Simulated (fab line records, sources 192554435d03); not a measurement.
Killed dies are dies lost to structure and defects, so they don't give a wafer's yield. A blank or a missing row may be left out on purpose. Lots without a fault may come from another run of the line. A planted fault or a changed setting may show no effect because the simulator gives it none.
fab line records | flow n5_finfet
record lots=7 wafers=21
route steps=1938 shown BEOL_M13@1662 BEOL_M14@1743 MIM_BOT@1833 PASSIVATION@1929
start_h: hours from the record's first day to the start of the lot's first wafer shown | wait_h: hours since the lot's step before | " the same as in the row above | L1.1+2: a row that stands for several wafers | - no value, or no start given | * or withheld: withheld | < > ~ a bound
route shown NAME@n: a module of which the file shows steps, and the number in the route of the first | usual: mean/standard deviation of fault-free wafers | same: alike in all rows | chamber/n: place in a boat | sites: the reading at each site | _std_site: their standard deviation | _edge_site: outer sites' mean less inner sites' | radius_mm: how far each site lies from the wafer's centre | mask NAME#n: copy n | behind: the tool/chamber that last shaped the wafer | hold: why the lot was held/for how many hours/how that ended | device: the transistor (n, p or np) that didn't switch | end of line: the same wafers' tests at the end of the route | a step without rows: its recipe alone | killed: dies lost to structure and defects at the first sort, not the wafer's yield | map: a wafer's dies, x killed, . not, _ none there
set.NAME: the setting as run; set.NAME@STEP: as run at that earlier step | model.NAME: the simulator's own value behind a step, which no gauge read
lots whose settings were changed on purpose; a table a step, a row a wafer
## steps
# step N5_BEOL_M13_COAT_04
# recipe spin_rpm=1625 resist_thk_nm=400
# columns lot.wafer tool chamber start_h wait_h set.spin_rpm model.coat_of_BEOL_M13_COAT_04.thk_nm
L075.2 litho_track-05 0 - - 1625 400.2
L075.4 " 0 " " 1489 419.4
L075.5 " 0 " " 1489 419.2
L078.1 litho_track-05 0 - - 1625 399.6
L078.3 " 0 " " 1625 399.4
L078.5 " 0 " " 1625 398.4
L081.2 litho_track-05 0 - - 1577 405
L081.5 " 0 " " 1625 397.8
L081.6 " 0 " " 1577 404
L077.4 litho_track-05 0 - - 1479 417.6
L077.5 " 0 " " 1479 417.4
L077.6 " 0 " " 1625 399.2
L082.1 litho_track-04 0 - - 1625 400.8
L082.4 " 0 " " 1625 401.8
L082.5 " 0 " " 1704 392.4
L084.2 litho_track-03 0 - - 1625 400.8
L084.3 " 0 " " 1625 400.2
L084.6 " 0 " " 1625 400
L086.1 litho_track-03 0 - - 1625 400.2
L086.2+3 " 0 " " 1625 399.6
# step N5_BEOL_M13_EBR_06
# recipe solvent=PGMEA ebr_width_mm=1.5
# step N5_BEOL_M13_SOFTBAKE_05
# recipe temp_c=130 time_s=60
# step N5_BEOL_M13_DESCUM_15
# recipe chemistry=O2 time_s=7.9 source_power_w=50 bias_power_w=20 pressure_mtorr=20 rf_frequency_hz=2.712e+07 temp_c=40 o2_flow_sccm=225
# step N5_BEOL_M13_ETCH_59
# recipe chemistry=N2/H2 target=BARC target_depth_a=890 overetch_a=267 time_s=67.9 ion_energy_ev=200 pressure_mtorr=30 source_w=840 bias_w=150 n2_flow_sccm=200 h2_flow_sccm=200
# columns lot.wafer tool chamber start_h wait_h set.spin_rpm@BEOL_M13_COAT_04 model.coat_of_BEOL_M13_COAT_04.thk_nm
L075.2 rie_diel-01 0 258.35 0.0 1625 313.4
L075.4 " 1 " " 1489 340.8
L075.5 " 3 " " 1489 337
L078.1 rie_diel-03 3 274.35 0.0 1625 316.6
L078.3 " 2 " " 1625 317.2
L078.5 " 2 " " 1625 315.8
L081.2 rie_diel-05 0 284.32 0.0 1577 324.2
L081.5 " 3 " " 1625 320
L081.6 " 0 " " 1577 323.4
L077.4 rie_diel-03 2 290.23 0.0 1479 336.4
L077.5 " 3 " " 1479 335
L077.6 " 0 " " 1625 316.4
L082.1 rie_diel-01 2 299.10 0.0 1625 319.6
L082.4 " 3 " " 1625 319.4
L082.5 " 2 " " 1704 310.2
L084.2 rie_diel-05 1 303.55 0.0 1625 319.6
L084.3 " 2 " " 1625 318.6
L084.6 " 1 " " 1625 319
L086.1 rie_diel-05 2 317.50 0.0 1625 319.2
L086.2 " 3 " " 1625 321
L086.3 " 0 " " 1625 318.2
# step N5_BEOL_M13_VIA_ETCH_16
# recipe chemistry=C4F8/O2/Ar target=SiOC pressure_mtorr=30 source_w=3000 bias_w=700 Ar_flow_sccm=400 C4F8_flow_sccm=15 O2_flow_sccm=8 he_inner_torr=15 he_outer_torr=30 target_depth_a=9217 time_s=withheld ion_energy_ev=250 ends=cleared
# columns lot.wafer tool chamber start_h wait_h set.spin_rpm@BEOL_M13_COAT_04 model.coat_of_BEOL_M13_COAT_04.thk_nm
L075.2 rie_diel-01 0 258.40 0.0 1625 72
L075.4 " 1 " " 1489 92.8
L075.5 " 3 " " 1489 91.8
L078.1 rie_diel-03 3 274.40 0.0 1625 69.8
L078.3 " 2 " " 1625 77.8
L078.5 " 2 " " 1625 63.6
L081.2 rie_diel-05 0 284.37 0.0 1577 77.6
L081.5 " 3 " " 1625 73
L081.6 " 0 " " 1577 76.2
L077.4 rie_diel-03 2 290.28 0.0 1479 85.6
L077.5 " 3 " " 1479 89.6
L077.6 " 0 " " 1625 65.8
L082.1 rie_diel-01 2 299.15 0.0 1625 72.8
L082.4 " 3 " " 1625 66
L082.5 " 2 " " 1704 65.2
L084.2 rie_diel-05 1 303.60 0.0 1625 76.4
L084.3 " 2 " " 1625 73.2
L084.6 " 1 " " 1625 72.2
L086.1 rie_diel-05 2 317.55 0.0 1625 70
L086.2 " 3 " " 1625 78.2
L086.3 " 0 " " 1625 75.4
# step N5_BEOL_M13_STRIP_63
# recipe chemistry=N2/H2 power_w=1000 temp_c=250 h2_frac=0.65 overash_fraction=0.3 pressure_mtorr=1000 n2_flow_sccm=1750 h2_flow_sccm=3250
# usual strip_time_to_endpoint_s=28.1/1.2
# columns lot.wafer tool chamber start_h wait_h set.spin_rpm@BEOL_M13_COAT_04 strip_time_to_endpoint_s
L075.2 plasma_asher-02 1 258.64 - 1625 28.3
L075.4 " 0 " " 1489 34.2
L075.5 " 1 " " 1489 33.9
L078.1 plasma_asher-02 0 274.63 - 1625 27.6
L078.3 " 0 " " 1625 29.9
L078.5 " 1 " " 1625 25.8
L081.2 plasma_asher-02 0 284.61 - 1577 29.9
L081.5 " 1 " " 1625 28.5
L081.6 " 0 " " 1577 29.5
L077.4 plasma_asher-02 0 290.54 - 1479 32.2
L077.5 " 1 " " 1479 33.3
L077.6 " 0 " " 1625 26.4
L082.1 plasma_asher-01 0 299.39 - 1625 28.5
L082.4 " 0 " " 1625 26.5
L082.5 " 1 " " 1704 26.3
L084.2 plasma_asher-02 1 303.91 - 1625 29.5
L084.3 " 1 " " 1625 28.6
L084.6 " 0 " " 1625 28.3
L086.1 plasma_asher-02 1 317.80 - 1625 27.6
L086.2 " 0 " " 1625 30.0
L086.3 " 1 " " 1625 29.2
# step N5_BEOL_M13_COAT_22
# recipe spin_rpm=2888 resist_thk_nm=300
# columns lot.wafer tool chamber start_h wait_h set.spin_rpm model.coat_of_BEOL_M13_COAT_22.thk_nm
L075.2 litho_track-03 0 - - 3182 285.6
L075.4 " 0 " " 2888 301.2
L075.5 " 0 " " 2888 299.8
L078.1 litho_track-04 0 - - 2781 307.2
L078.3 " 0 " " 2888 301.2
L078.5 " 0 " " 2888 301.6
L081.2 litho_track-04 0 - - 2888 302.4
L081.5 " 0 " " 3000 296.2
L081.6 " 0 " " 3000 295.2
L077.4 litho_track-05 0 - - 2888 300.6
L077.5 " 0 " " 2888 299.6
L077.6 " 0 " " 2888 300.4
L082.1 litho_track-04 0 - - 2888 302.4
L082.4 " 0 " " 2888 301.4
L082.5 " 0 " " 2888 302
L084.2 litho_track-03 0 - - 2888 300.6
L084.3 " 0 " " 2888 301
L084.6 " 0 " " 2888 300.2
L086.1 litho_track-03 0 - - 2888 300
L086.2 " 0 " " 2888 301.4
L086.3 " 0 " " 2888 300.2
# step N5_BEOL_M13_ETCH_68
# recipe chemistry=N2/H2 target=SOC mask_material=SiARC source_w=3000 bias_w=350 temp_c=40 time_s=355 ion_energy_ev=200 pressure_mtorr=30 n2_flow_sccm=200 h2_flow_sccm=200
# columns lot.wafer tool chamber start_h wait_h set.time_s model.SiARC_of_BEOL_M13_COAT_66.thk_nm
L075.2 rie_diel-01 0 259.57 0.1 355 77.2
L075.4 " 3 " " 355 78.2
L075.5 " 1 " " 434.6 71.4
L078.1 rie_diel-05 2 275.44 0.1 355 76.6
L078.3 " 1 " " 355 76.8
L078.5 " 2 " " 426.9 69.6
L081.2+6 rie_diel-03 2,1 285.48 0.1 403.1 73.8
L081.5 " 0 " " 403.1 73.2
L077.4 rie_diel-01 1 291.45 0.1 355 76.4
L077.5 " 3 " " 355 77
L077.6 " 0 " " 405.3 70.8
L082.1 rie_diel-05 0 300.19 0.1 329.1 80.6
L082.4 " 2 " " 329.1 79.2
L082.5 " 3 " " 355 77.4
L084.2 rie_diel-01 3 304.88 0.1 355 77.2
L084.3 " 1 " " 355 76.4
L084.6 " 2 " " 355 76.2
L086.1 rie_diel-03 3 318.67 0.1 355 77.8
L086.2 " 0 " " 355 77.4
L086.3 " 2 " " 375.1 76
# step N5_BEOL_M14_PEB_26
# recipe peb_temp_c=130 peb_time_s=90
# columns lot.wafer tool chamber start_h wait_h set.peb_temp_c
L075.2+5 litho_track-03 0 264.49 0.0 133.1
L075.4 " 0 " " 130
L078.1+3 litho_track-03 0 279.49 0.1 130
L078.5 " 0 " " 131.2
L081.2+5 litho_track-01 0 292.35 0.0 133.4
L081.6 " 0 " " 130
L077.4+5+6 litho_track-03 0 297.07 0.0 130
L082.1 litho_track-01 0 305.91 0.1 130
L082.4+5 " 0 " " 133.6
L084.2+3+6 litho_track-01 0 310.63 0.0 130
L086.1+2 litho_track-02 0 322.94 0.1 130
L086.3 " 0 " " 126.4
# step N5_BEOL_M14_DEVELOP_27
# recipe develop_time_s=45 rinse_liquid=diw dry=air_spin dev_temp_c=21
# step N5_BEOL_M14_HARDBAKE_32
# recipe temp_c=130 time_s=120
# step N5_BEOL_M14_CD_MEAS_28
# recipe target_cd_nm=284.4 landing_energy_ev=500 detector=se_inlens
# usual cd_nm=283.4/2.2
# columns lot.wafer tool chamber start_h wait_h set.peb_temp_c@BEOL_M14_PEB_26 cd_nm
L075.2 cd_sem-03 0 264.61 - 133.1 297.4
L075.4 " 0 " " 130 283.1
L075.5 " 0 " " 133.1 296.9
L078.1 cd_sem-03 0 279.61 - 130 287.1
L078.3 " 0 " " 130 280.3
L078.5 " 0 " " 131.2 291.8
L081.2 cd_sem-01 0 292.47 - 133.4 297.6
L081.5 " 0 " " 133.4 298.8
L081.6 " 0 " " 130 283.2
L077.4 cd_sem-02 0 297.19 - 130 280.6
L077.5 " 0 " " 130 281.2
L077.6 " 0 " " 130 284.9
L082.1 cd_sem-03 0 306.03 - 130 287.3
L082.4 " 0 " " 133.6 294.9
L082.5 " 0 " " 133.6 297.5
L084.2 cd_sem-02 0 310.75 - 130 283.0
L084.3 " 0 " " 130 287.4
L084.6 " 0 " " 130 280.4
L086.1 cd_sem-03 0 323.05 - 130 288.6
L086.2 " 0 " " 130 282.6
L086.3 " 0 " " 126.4 264.1
# step N5_BEOL_M14_DESCUM_33
# recipe chemistry=O2 time_s=7.9 source_power_w=50 bias_power_w=20 pressure_mtorr=20 rf_frequency_hz=2.712e+07 temp_c=40 o2_flow_sccm=225
# columns lot.wafer tool chamber start_h wait_h set.peb_temp_c@BEOL_M14_PEB_26 model.BEOL_M14.cd_nm
L075.2 rie_diel-06 2 264.85 0.2 133.1 297.6
L075.4 " 0 " " 130 282.4
L075.5 " 1 " " 133.1 296.8
L078.1 rie_diel-04 1 279.70 0.0 130 286.8
L078.3 " 3 " " 130 280
L078.5 " 3 " " 131.2 291.2
L081.2 rie_diel-04 3 292.74 0.2 133.4 297.4
L081.5 " 0 " " 133.4 298.8
L081.6 " 1 " " 130 283.2
L077.4 rie_diel-02 0 297.34 0.1 130 280.6
L077.5 " 1 " " 130 281.2
L077.6 " 2 " " 130 284.8
L082.1 rie_diel-06 0 306.12 0.0 130 287
L082.4 " 3 " " 133.6 295
L082.5 " 3 " " 133.6 297.6
L084.2 rie_diel-06 0 311.26 0.5 130 283
L084.3 " 2 " " 130 287.6
L084.6 " 0 " " 130 280.2
L086.1 rie_diel-06 1 323.14 0.0 130 288.6
L086.2 " 3 " " 130 282.8
L086.3 " 2 " " 126.4 264.4
# step N5_BEOL_M14_ETCH_67
# recipe chemistry=CF4 target=SiARC target_depth_a=1430 time_s=238.3 ion_energy_ev=80 pressure_mtorr=40 source_w=545 bias_w=36 Ar_flow_sccm=100 cf4_flow_sccm=100 ends=cleared
# columns lot.wafer tool chamber start_h wait_h set.peb_temp_c@BEOL_M14_PEB_26 model.BEOL_M14.cd_nm
L075.2 rie_diel-06 2 264.89 0.0 133.1 293
L075.4 " 0 " " 130 278.8
L075.5 " 1 " " 133.1 292.2
L078.1 rie_diel-04 1 279.73 0.0 130 282.8
L078.3 " 3 " " 130 275.2
L078.5 " 3 " " 131.2 285.8
L081.2 rie_diel-04 3 292.77 0.0 133.4 292.4
L081.5 " 0 " " 133.4 293.6
L081.6 " 1 " " 130 279
L077.4 rie_diel-02 0 297.37 0.0 130 276.6
L077.5 " 1 " " 130 277.2
L077.6 " 2 " " 130 280
L082.1 rie_diel-06 0 306.15 0.0 130 282.8
L082.4 " 3 " " 133.6 291
L082.5 " 3 " " 133.6 293.6
L084.2 rie_diel-06 0 311.30 0.0 130 279.4
L084.3 " 2 " " 130 283
L084.6 " 0 " " 130 276.4
L086.1 rie_diel-06 1 323.42 0.3 130 284.6
L086.2 " 3 " " 130 279.4
L086.3 " 2 " " 126.4 259.8
# step N5_BEOL_M14_ETCH_68
# recipe chemistry=N2/H2 target=SOC mask_material=SiARC source_w=3000 bias_w=350 temp_c=40 time_s=450 ion_energy_ev=200 pressure_mtorr=30 n2_flow_sccm=200 h2_flow_sccm=200
# columns lot.wafer tool chamber start_h wait_h set.peb_temp_c@BEOL_M14_PEB_26 model.BEOL_M14.cd_nm
L075.2 rie_diel-06 2 265.03 0.1 133.1 291.8
L075.4 " 0 " " 130 276.6
L075.5 " 1 " " 133.1 292.2
L078.1 rie_diel-04 1 279.88 0.1 130 281.4
L078.3 " 3 " " 130 277.6
L078.5 " 3 " " 131.2 289
L081.2 rie_diel-04 3 292.92 0.1 133.4 294.8
L081.5 " 0 " " 133.4 293.2
L081.6 " 1 " " 130 276.8
L077.4 rie_diel-02 0 297.52 0.1 130 275.4
L077.5 " 1 " " 130 278.2
L077.6 " 2 " " 130 279.4
L082.1 rie_diel-06 0 306.30 0.1 130 278.8
L082.4 " 3 " " 133.6 292
L082.5 " 3 " " 133.6 294.8
L084.2 rie_diel-06 0 311.44 0.1 130 276.2
L084.3 " 2 " " 130 281.6
L084.6 " 0 " " 130 274.4
L086.1 rie_diel-06 1 323.57 0.1 130 282
L086.2 " 3 " " 130 279.4
L086.3 " 2 " " 126.4 257.6
# step N5_BEOL_M14_TRENCH_ETCH_34
# recipe chemistry=C4F8/O2/Ar target=SiO2 target_depth_a=5566.5 mask_material=SOC he_inner_torr=15 he_outer_torr=30 time_s=126.9 ion_energy_ev=800 pressure_mtorr=20 source_w=1905 bias_w=2040 Ar_flow_sccm=400 C4F8_flow_sccm=16 O2_flow_sccm=12
# usual rf_vpp_V=2215/34
# columns lot.wafer tool chamber start_h wait_h set.bias_w rf_vpp_V
L075.2 rie_diel-06 2 265.31 0.0 2040 2160
L075.4 " 0 " " 2143 2310
L075.5 " 1 " " 2040 2207
L078.1 rie_diel-04 1 280.15 0.0 1929 2149
L078.3 " 3 " " 1929 2116
L078.5 " 3 " " 2040 2201
L081.2 rie_diel-04 3 293.19 0.0 2040 2201
L081.5 " 0 " " 1758 1991
L081.6 " 1 " " 2040 2235
L077.4 rie_diel-02 0 297.79 0.0 2040 2192
L077.5 " 1 " " 1917 2046
L077.6 " 2 " " 2040 2216
L082.1 rie_diel-06 0 306.57 0.0 1810 2050
L082.4 " 3 " " 2040 2278
L082.5 " 3 " " 1810 2094
L084.2 rie_diel-06 0 311.72 0.0 2040 2230
L084.3 " 2 " " 2040 2159
L084.6 " 0 " " 2040 2230
L086.1 rie_diel-06 1 323.84 0.0 2040 2205
L086.2 " 3 " " 2040 2277
L086.3 " 2 " " 2040 2160
# step N5_MIM_BOT_SPUTTER_00
# recipe material=TiN target_thk_a=350 temp_c=200 power_w=3000 chamber_pressure_pa=0.49996 gas=Ar reactive_partial_pa=0.37997 time_s=89.7
# columns lot.wafer tool chamber start_h wait_h set.time_s model.TiN_of_MIM_BOT_SPUTTER_00.thk_nm
L075.2 pvd_sputter-02 - 277.61 0.0 101.6 40.6
L075.4 " - " " 89.7 35.4
L075.5 " - " " 89.7 35.6
L078.1+5 pvd_sputter-01 - 293.17 0.0 89.7 34.2
L078.3 " - " " 89.7 34.4
L081.2 pvd_sputter-01 - 308.89 0.0 89.7 35.2
L081.5 " - " " 94.89 36.4
L081.6 " - " " 89.7 34.4
L077.4 pvd_sputter-02 - 313.62 0.0 76.38 29.4
L077.5 " - " " 76.38 29.6
L077.6 " - " " 89.7 34.4
L082.1 pvd_sputter-01 - 318.40 0.0 89.7 34.8
L082.4+5 " - " " 100.3 38.8
L084.2 pvd_sputter-02 - 325.70 0.0 89.7 34.6
L084.3+6 " - " " 89.7 34.8
L086.1 pvd_sputter-02 - 337.94 0.0 96.18 37
L086.2 " - " " 89.7 35
L086.3 " - " " 89.7 34.8
# step N5_PASSIVATION_PASS_ETCH_47
# recipe chemistry=CF4/O2 target=SiNx target_depth_a=7700 time_s=385 ion_energy_ev=100 pressure_mtorr=40 source_w=535 bias_w=49 Ar_flow_sccm=100 cf4_flow_sccm=100 O2_flow_sccm=10
# columns lot.wafer tool chamber start_h wait_h set.time_s model.etch.depth_nm
L075.2 rie_diel-02 3 290.25 0.0 385 748.2
L075.4 " 1 " " 385 747.8
L075.5 " 2 " " 356.4 713
L078.1 rie_diel-02 0 306.92 0.0 385 736.3
L078.3 " 3 " " 385 744.6
L078.5 " 2 " " 385 770.3
L081.2 rie_diel-02 0 319.60 0.0 332.7 634.3
L081.5 " 1 " " 332.7 639.1
L081.6 " 0 " " 385 737.8
L077.4 rie_diel-02 3 322.18 0.0 385 747
L077.5 " 2 " " 359.1 712.9
L077.6 " 3 " " 385 748.5
L082.1 rie_diel-06 3 328.97 0.0 409 803.1
L082.4 " 1 " " 409 778.4
L082.5 " 0 " " 385 758.3
L084.2 rie_diel-02 2 337.16 0.0 385 756.1
L084.3 " 1 " " 385 734.3
L084.6 " 1 " " 385 734.2
L086.1 rie_diel-02 3 349.97 0.0 385 730.4
L086.2 " 2 " " 385 747.9
L086.3 " 1 " " 459.8 886.8
## key
split step=N5_BEOL_M13_COAT_04 setting=spin_rpm stated=1625 by=wafer
response step=N5_BEOL_M13_COAT_04 reading=model.coat_of_BEOL_M13_COAT_04.thk_nm change=-2.12 per=1% r=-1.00
response step=N5_BEOL_M13_ETCH_59 reading=model.coat_of_BEOL_M13_COAT_04.thk_nm change=-2.42 per=1% r=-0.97
response step=N5_BEOL_M13_VIA_ETCH_16 reading=model.coat_of_BEOL_M13_COAT_04.thk_nm change=-2.17 per=1% r=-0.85
response step=N5_BEOL_M13_STRIP_63 reading=strip_time_to_endpoint_s change=* per=1% r=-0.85
split step=N5_BEOL_M13_COAT_22 setting=spin_rpm stated=2888 by=wafer
response step=N5_BEOL_M13_COAT_22 reading=model.coat_of_BEOL_M13_COAT_22.thk_nm change=-1.5 per=1% r=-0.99
split step=N5_BEOL_M13_ETCH_68 setting=time_s stated=355 by=wafer
response step=N5_BEOL_M13_ETCH_68 reading=model.SiARC_of_BEOL_M13_COAT_66.thk_nm change=-0.33 per=1% r=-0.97
split step=N5_BEOL_M14_PEB_26 setting=peb_temp_c stated=130 by=wafer
response step=N5_BEOL_M14_CD_MEAS_28 reading=cd_nm change=+5.72 per=1% r=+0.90
response step=N5_BEOL_M14_DESCUM_33 reading=model.BEOL_M14.cd_nm change=+5.79 per=1% r=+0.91
response step=N5_BEOL_M14_ETCH_67 reading=model.BEOL_M14.cd_nm change=+5.7 per=1% r=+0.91
response step=N5_BEOL_M14_ETCH_68 reading=model.BEOL_M14.cd_nm change=+6.79 per=1% r=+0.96
split step=N5_BEOL_M14_TRENCH_ETCH_34 setting=bias_w stated=2040 by=wafer
response step=N5_BEOL_M14_TRENCH_ETCH_34 reading=rf_vpp_V change=+18.1 per=1% r=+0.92
split step=N5_MIM_BOT_SPUTTER_00 setting=time_s stated=89.7 by=wafer
response step=N5_MIM_BOT_SPUTTER_00 reading=model.TiN_of_MIM_BOT_SPUTTER_00.thk_nm change=+0.341 per=1% r=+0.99
split step=N5_PASSIVATION_PASS_ETCH_47 setting=time_s stated=385 by=wafer
response step=N5_PASSIVATION_PASS_ETCH_47 reading=model.etch.depth_nm change=+7.04 per=1% r=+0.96
